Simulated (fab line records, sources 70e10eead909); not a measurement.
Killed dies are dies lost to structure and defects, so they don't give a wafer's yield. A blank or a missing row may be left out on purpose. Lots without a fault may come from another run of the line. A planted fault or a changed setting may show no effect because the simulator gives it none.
Which tool did it? | flow nand_harc | 13 lots, 39 wafers sampled, at 5 steps of a route of 1159

WHAT THE GAUGES READ, wafer by wafer
NHARC_END_SORT_01. Usual: defect_limited_yield 95.6 %, standard deviation 1.7; killed_at_array 27, standard deviation 11; killed_at_other 0.7, standard deviation 0.93; killed_at_periphery 2.9, standard deviation 1.9; killed_dies 30, standard deviation 11; killed_open 3.1, standard deviation 1.7; killed_short 1.9, standard deviation 1.3; sort_bin_2_pct 1.4 %, standard deviation 0.68; sort_bin_3_pct 0.28 %, standard deviation 0.25; sort_bin_4_pct 2.8 %, standard deviation 1.1; sort_n_pass 647, standard deviation 11; sort_rim_yield_pct 95.4 %, standard deviation 2.7; sort_yield_pct 95.6 %, standard deviation 1.7.
lot  | measured     | on        | defect_limited_yield (%) | killed_at_array | killed_at_other | killed_at_periphery | killed_dies | killed_open | killed_short | sort_bin_2_pct (%) | sort_bin_3_pct (%) | sort_bin_4_pct (%) | sort_n_pass | sort_rim_yield_pct (%) | sort_yield_pct (%) | flag
L817 | day 19 13:11 | prober-01 | 94.8 0 93.6              | 30 670 40       | 1 1 0           | 4 6 3               | 35 677 43   | 2 4 2       | 2 1 2        | 1.2 96.3 2.1       | 0 0.15 0.74        | 4.0 3.5 3.5        | 642 0 634   | 93.4 0 94.3            | 94.8 0 93.6        | OFF
L820 | day 19 21:45 | prober-01 | 0 0 97.6                 | 674 674 12      | 0 0 0           | 3 3 4               | 677 677 16  | 4 4 5       | 3 1 3        | 98.5 99.1 1.2      | 0.30 0 0           | 1.2 0.9 1.2        | 0 0 661     | 0 0 98.1               | 0 0 97.6           | OFF

WHICH TOOL RAN EACH LOT (tool, then ch and the chambers of the sampled wafers, then the start)
lot  | NHARC_A_M1_PVD_21            | NHARC_A_BONDPAD_DEGAS_25     | NHARC_A_BONDPAD_PRE_CLEAN_26            | NHARC_THIN_TSV_CMP_21
L816 | pvd_sputter-01, day 17 15:55 | pvd_sputter-01, day 17 20:28 | pvd_sputter-01, day 18 19:15 or earlier | cmp-01 ch 0,2, day 18 19:15
L819 | pvd_sputter-02, day 17 21:52 | pvd_sputter-03, day 18 02:23 | pvd_sputter-03, day 18 18:01 or earlier | cmp-01 ch 1,2,3, day 18 18:01
L818 | pvd_sputter-01, day 17 23:06 | pvd_sputter-03, day 18 03:31 | pvd_sputter-03, day 18 22:08 or earlier | cmp-03 ch 1,3, day 18 22:08
L817 | pvd_sputter-01, day 18 00:16 | pvd_sputter-01, day 18 04:52 | pvd_sputter-01, day 18 23:21 or earlier | cmp-01 ch 0,1, day 18 23:21
L820 | pvd_sputter-01, day 18 03:44 | pvd_sputter-01, day 18 08:10 | pvd_sputter-01, day 19 08:16 or earlier | cmp-03 ch 3, day 19 08:16
L827 | pvd_sputter-02, day 21 08:20 | pvd_sputter-02, day 21 12:55 | pvd_sputter-02, day 22 08:01 or earlier | cmp-02 ch 0,2,3, day 22 08:01
L831 | pvd_sputter-01, day 21 20:50 | pvd_sputter-03, day 22 01:20 | pvd_sputter-03, day 22 19:56 or earlier | cmp-03 ch 0,3, day 22 19:56
L830 | pvd_sputter-01, day 21 23:46 | pvd_sputter-02, day 22 04:22 | pvd_sputter-02, day 22 21:22 or earlier | cmp-01 ch 0,2,3, day 22 21:22
L832 | pvd_sputter-02, day 22 11:12 | pvd_sputter-03, day 22 15:56 | pvd_sputter-03, day 23 10:30 or earlier | cmp-03 ch 1,2,3, day 23 10:30
L835 | pvd_sputter-02, day 22 17:46 | pvd_sputter-01, day 22 22:31 | pvd_sputter-01, day 23 17:51 or earlier | cmp-02 ch 0,1,3, day 23 17:51
L837 | pvd_sputter-01, day 23 02:20 | pvd_sputter-01, day 23 06:57 | pvd_sputter-01, day 24 01:55 or earlier | cmp-02 ch 0,2,3, day 24 01:55
L836 | pvd_sputter-02, day 23 05:50 | pvd_sputter-01, day 23 10:16 | pvd_sputter-01, day 24 03:06 or earlier | cmp-02 ch 0,3, day 24 03:06
L838 | pvd_sputter-02, day 23 19:00 | pvd_sputter-03, day 23 23:20 | pvd_sputter-03, day 25 04:43 or earlier | cmp-02 ch 1,3, day 25 04:43
- NHARC_A_M1_PVD_21: deposits Cu, target thk 30 nm, time 20.49 s.
- NHARC_A_BONDPAD_DEGAS_25: time 60 s.
- NHARC_A_BONDPAD_PRE_CLEAN_26: time 30 s.
- NHARC_THIN_TSV_CMP_21: polishes, t overpolish 30 s, target thk 2000 nm.

WHAT THE TOOLS THEMSELVES READ (means of the sampled wafers that have a number; where no wafer has one, the mark that the record gives instead)
NHARC_A_M1_PVD_21. Usual: throttle_valve_pct 30.1 %, standard deviation 1.1.
lot  | tool           | throttle_valve_pct (%) | flag
L816 | pvd_sputter-01 | 31.0                   |
L819 | pvd_sputter-02 | 30.3                   |
L818 | pvd_sputter-01 | 30.4                   |
L817 | pvd_sputter-01 | 29.7                   |
L820 | pvd_sputter-01 | 30.7                   |
L827 | pvd_sputter-02 | 30.8                   |
L831 | pvd_sputter-01 | 30.8                   |
L830 | pvd_sputter-01 | 30.3                   |
L832 | pvd_sputter-02 | 29.7                   |
L835 | pvd_sputter-02 | 30.7                   |
L837 | pvd_sputter-01 | 30.3                   |
L836 | pvd_sputter-02 | 30.1                   |
L838 | pvd_sputter-02 | 29.8                   |

NHARC_A_BONDPAD_DEGAS_25. Usual: heater_power_w 466 W, standard deviation 38.
lot  | tool           | heater_power_w (W) | flag
L816 | pvd_sputter-01 | 516                |
L819 | pvd_sputter-03 | 448                |
L818 | pvd_sputter-03 | 451                |
L817 | pvd_sputter-01 | 474                |
L820 | pvd_sputter-01 | 412                |
L827 | pvd_sputter-02 | 484                |
L831 | pvd_sputter-03 | 434                |
L830 | pvd_sputter-02 | 488                |
L832 | pvd_sputter-03 | 454                |
L835 | pvd_sputter-01 | 451                |
L837 | pvd_sputter-01 | 453                |
L836 | pvd_sputter-01 | 486                |
L838 | pvd_sputter-03 | 474                |

NHARC_A_BONDPAD_PRE_CLEAN_26. Usual: heater_power_w 410 W, standard deviation 34.
lot  | tool           | heater_power_w (W) | flag
L816 | pvd_sputter-01 | 393                |
L819 | pvd_sputter-03 | 396                |
L818 | pvd_sputter-03 | 420                |
L817 | pvd_sputter-01 | 415                |
L820 | pvd_sputter-01 | 371                |
L827 | pvd_sputter-02 | 414                |
L831 | pvd_sputter-03 | 413                |
L830 | pvd_sputter-02 | 440                |
L832 | pvd_sputter-03 | 389                |
L835 | pvd_sputter-01 | 423                |
L837 | pvd_sputter-01 | 408                |
L836 | pvd_sputter-01 | 394                |
L838 | pvd_sputter-03 | 387                |

NHARC_THIN_TSV_CMP_21. Usual: motor_current_A 12.6 A, standard deviation 1.4; overpolish_run_s 30.001 s, standard deviation 0.0094; pad_life_wafers 346, standard deviation 130.
lot  | tool   | motor_current_A (A) | overpolish_run_s (s) | pad_life_wafers | flag
L816 | cmp-01 | 14.5                | 29.998               | 313             |
L819 | cmp-01 | 11.9                | 29.997               | 308             |
L818 | cmp-03 | 11.9                | 30.003               | 451             |
L817 | cmp-01 | 13.4                | 30.002               | 362             |
L820 | cmp-03 | 13.7                | 30.015               | -               | OFF
L827 | cmp-02 | 12.7                | 30.003               | 415             |
L831 | cmp-03 | 11.5                | 30.002               | 378             |
L830 | cmp-01 | 13.1                | 30.004               | 271             |
L832 | cmp-03 | 12.6                | 30.004               | 482             |
L835 | cmp-02 | 12.7                | 29.995               | 151             |
L837 | cmp-02 | 12.8                | 30.009               | 189             |
L836 | cmp-02 | 12.7                | 30.004               | 193             |
L838 | cmp-02 | 12.2                | 29.999               | 296             |

THE ANSWER, worked out from the rows above alone
Rule: a lot is off if the mean of its wafers that have a number lies more than 3 standard deviations from the usual mean. A lot without any number at a reading at which 4 lots or more have one is off too. The other lots that the step has rows for count as sound. The gauges are gone through in route order, then the tools' own readings, and for those a lot's mean is taken as printed above. The first step at which some lot is off is used, and at that step the reading that is off furthest; a lot without a number counts as furthest.
Off: L817, L820, at NHARC_END_SORT_01 (sort_bin_2_pct). Neither off nor sound, because the step has no rows for them: L816, L819, L818, L827, L831, L830, L832, L835, L837, L836, L838.
A tool fits if, at a process step before that reading, it ran every lot that is off, and no sound lot after the first of them. The gauges at NHARC_END_SORT_01 are tried like those tools. NHARC_A_BONDPAD_PRE_CLEAN_26 gives no start for some lots, so the hours and the order of its lots are those of NHARC_THIN_TSV_CMP_21. Can't be told from this: 2 tools fit, pvd_sputter-01 at NHARC_A_M1_PVD_21 and NHARC_A_BONDPAD_DEGAS_25 and NHARC_A_BONDPAD_PRE_CLEAN_26, prober-01 at NHARC_END_SORT_01.

WHAT THE SIMULATOR HAD PUT IN
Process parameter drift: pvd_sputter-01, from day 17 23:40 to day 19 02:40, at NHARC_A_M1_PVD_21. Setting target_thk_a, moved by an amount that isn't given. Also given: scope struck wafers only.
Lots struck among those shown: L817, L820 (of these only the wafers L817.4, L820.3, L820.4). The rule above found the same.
